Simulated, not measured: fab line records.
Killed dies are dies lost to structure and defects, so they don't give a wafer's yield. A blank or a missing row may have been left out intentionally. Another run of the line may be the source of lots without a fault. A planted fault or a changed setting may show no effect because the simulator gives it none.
8D (eight disciplines) problem report, filled in by code ; flow nand-harc ; the parts of the form that need people (team, actions taken, sign-off) are left out

1. PROBLEM STATEMENT
Mean of cd-nm at NHARC_P_CONTACT_CD_MEAS_12: 53.8 nm across 6 wafers in 2 lots; on wafers with no fault it is 89.8 nm (standard deviation 0.53). That is -68 standard deviations from the usual mean.
The step: target cd 90 nm.
First seen on wafer L388.2, day 14 04:10, on cd-sem-02. Wafers with a number at this step in the record: 42, from 14 lots. The rule behind "out" and "out of limits": a value lying over 4 standard deviations away from the usual mean. Any other wafer with a number is counted as sound.

2. WHAT IT IS, WHAT IT ISN'T
question;is;is not
which readings at this step;cd-nm;-
which lots;L388, L390;L368, L369, L370, L371, L373, L375, L377, L378, L379, L380, L384, L389
which wafers of those lots;all that have a number;-
read on which gauges;cd-sem-02, cd-sem-03;cd-sem-01
when;from day 14 04:10;"up to then (33 sound wafers); but 3 sound wafers of L389 came after"

3. THE SUSPECTS, EACH WITH WHAT RULES IT OUT
Counting: a tool at a process step up to the reading stays a suspect if it ran every lot that is out and no sound lot after the first of them.
- the gauge at NHARC_P_CONTACT_CD_MEAS_12 is ruled out. 2 gauges (cd-sem-02, cd-sem-03) read the wafers that are out.
- pecvd-04 at NHARC_P_CONTACT_DEP_30 (deposits SiNx, target thk 30 nm): kept. All lots that are out passed through it, beginning with L388 at day 14 02:41, and no sound lot followed; its final sound lot before that point was L378 at day 9 22:31.
- arfi-scanner-03 at NHARC_P_CONTACT_EXPOSE_09 (exposes mask P CA, target cd 90 nm): kept. All lots that are out passed through it, beginning with L388 at day 14 04:01, and no sound lot followed; its final sound lot before that point was L384 at day 12 15:32. Out on those wafers are its own readings of exposure-dose-mJ-cm2.
The count leaves arfi-scanner-03 at NHARC_P_CONTACT_EXPOSE_09 and pecvd-04 at NHARC_P_CONTACT_DEP_30.

4. THE CAUSE (what the simulator had put in)
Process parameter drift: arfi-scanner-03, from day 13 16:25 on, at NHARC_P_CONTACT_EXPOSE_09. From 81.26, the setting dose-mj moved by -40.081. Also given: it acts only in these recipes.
Counting left 2 suspects, and this tool is among them.

5. SEQUENCE OF EFFECTS, ordered by route
Rows list readings where the struck wafers' mean (over those with a number) sits beyond 3 standard deviations from the usual. Readings are gone through only where the record gives a usual standard deviation; hours: the median, over the lots, of the time from a lot's start at the first step in this table giving one to that lot's start at this step; sigmas: the change measured in usual standard deviations.
hours;step;reading;usual;on struck wafers;change;sigmas
0;NHARC_P_CONTACT_EXPOSE_09;exposure-dose-mJ-cm2;81.18;45.08;-36.10;-99 or more
0;NHARC_P_CONTACT_CD_MEAS_12;cd-nm;89.8 nm;53.8;-36.0;-68
1;NHARC_P_CONTACT_CD_MEAS_19;cd-nm;89.4 nm;53.0;-36.5;-36
It contains these process steps:
- NHARC_P_CONTACT_EXPOSE_09: exposes mask P CA, target cd 90 nm.

6. HOW IT WOULD HAVE BEEN CAUGHT EARLIER
The first out-of-limits reading at a measuring or inspecting step in this record came at day 14 04:10, 12 hours after the fault's start at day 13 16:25.
Tool's own readings at NHARC_P_CONTACT_EXPOSE_09, exposure-dose-mJ-cm2: out on all struck wafers the step has rows for; an alarm limit on them would have tripped on the first.
Of the lots that are out (2), L390 began NHARC_P_CONTACT_EXPOSE_09 on arfi-scanner-03 after day 14 04:10. Had the tool been put on hold then, it would have been spared.
